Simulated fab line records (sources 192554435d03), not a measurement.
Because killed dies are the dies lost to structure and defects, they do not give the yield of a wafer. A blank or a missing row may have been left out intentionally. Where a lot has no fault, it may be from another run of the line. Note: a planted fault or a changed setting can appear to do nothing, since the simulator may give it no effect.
Problem report, 8D (eight disciplines) form, completed by code || flow n5 finfet || the parts of the form that need people (team, actions taken, sign-off) are left out

1. WHAT IS WRONG
N5_BEOL_M3_CVD_47, run length s: mean 322.7 s over 1 wafer from 1 lot; wafers with no fault: 246.6 s, standard deviation 0.64. So: +99 or more standard deviations from the usual mean.
The step: deposits Co from CCTBA/H2, target thk 3 nm, time 223.8 s.
Seen first at day 9 16:16 on cvd co-02, wafer L954.3. At this step, 32 wafers from 11 lots have a number in the record. The rule behind "out" and "out of limits": a value lying over 4 standard deviations away from the usual mean. The rest of the wafers with a number are treated as sound.

2. WHAT IT IS, AND WHAT IT ISN'T
{"question": "which readings at this step", "is": "run length s", "is not": "-"}
{"question": "which lots", "is": "L954", "is not": "L945, L946, L947, L958, L960, L962, L964, L965, L966, L968"}
{"question": "which wafers of those lots", "is": "L954.3", "is not": "L954.1, L954.2"}
{"question": "read on which tools", "is": "cvd co-02", "is not": "cvd co-01"}
{"question": "when", "is": "from day 9 16:16", "is not": "up to then (11 sound wafers); but 20 sound wafers of L958, L960, L962, L964, L965, L966, L968 came after"}

3. SUSPECTS, AND WHAT RULES EACH OUT
Counting: a tool at a process step up to the reading stays a suspect if it ran every lot that is out. Sound lots after the first of them don't rule it out here, since some wafers of a struck lot are sound.
- cvd co-02 at N5_BEOL_M3_CVD_47 (deposits Co from CCTBA/H2, target thk 3 nm, time 223.8 s): kept. The lot that is out, L954, ran on it at day 9 16:16; the last sound lot it ran before that was L946, at day 8 10:58. Out on those wafers are its own readings of run length s.
- cvd co-02, N5_BEOL_M3_CVD_47: wafers that are out in chamber 0, sound lot-mates in chambers 1, 2.
After counting, what remains is cvd co-02 at N5_BEOL_M3_CVD_47.

4. THE CAUSE (what the simulator had put in)
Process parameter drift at N5_BEOL_M3_CVD_47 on cvd co-02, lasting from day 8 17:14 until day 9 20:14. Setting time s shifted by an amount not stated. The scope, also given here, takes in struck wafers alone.
Counting left only this tool.

5. THE CHAIN OF EFFECTS, in route order
One row per reading whose mean, taken over the struck wafers that have a number, lies over 3 standard deviations from the usual. Only readings whose record carries a usual standard deviation are examined. hours: median over the lots of the time between each lot's start at the first step of this table that gives one and its start at this step. sigmas: the change, counted in usual standard deviations.
{"hours": 0, "step": "N5_BEOL_M3_CVD_47", "reading": "run length s", "usual": "246.6 s", "on struck wafers": 322.7, "change": "+76.1", "sigmas": "+99 or more"}
Here are the process steps it includes:
- N5_BEOL_M3_CVD_47: deposits Co from CCTBA/H2, target thk 3 nm, time 223.8 s.
Later steps that measure or inspect, where all struck wafers having a row at the step show a number for every such reading and not one has moved that far: N5_BEOL_M4_RC_MEAS_101.

6. HOW IT WOULD HAVE BEEN CAUGHT EARLIER
In this record the first reading out of limits was taken at day 9 16:16, 23 hours after the fault began at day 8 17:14.
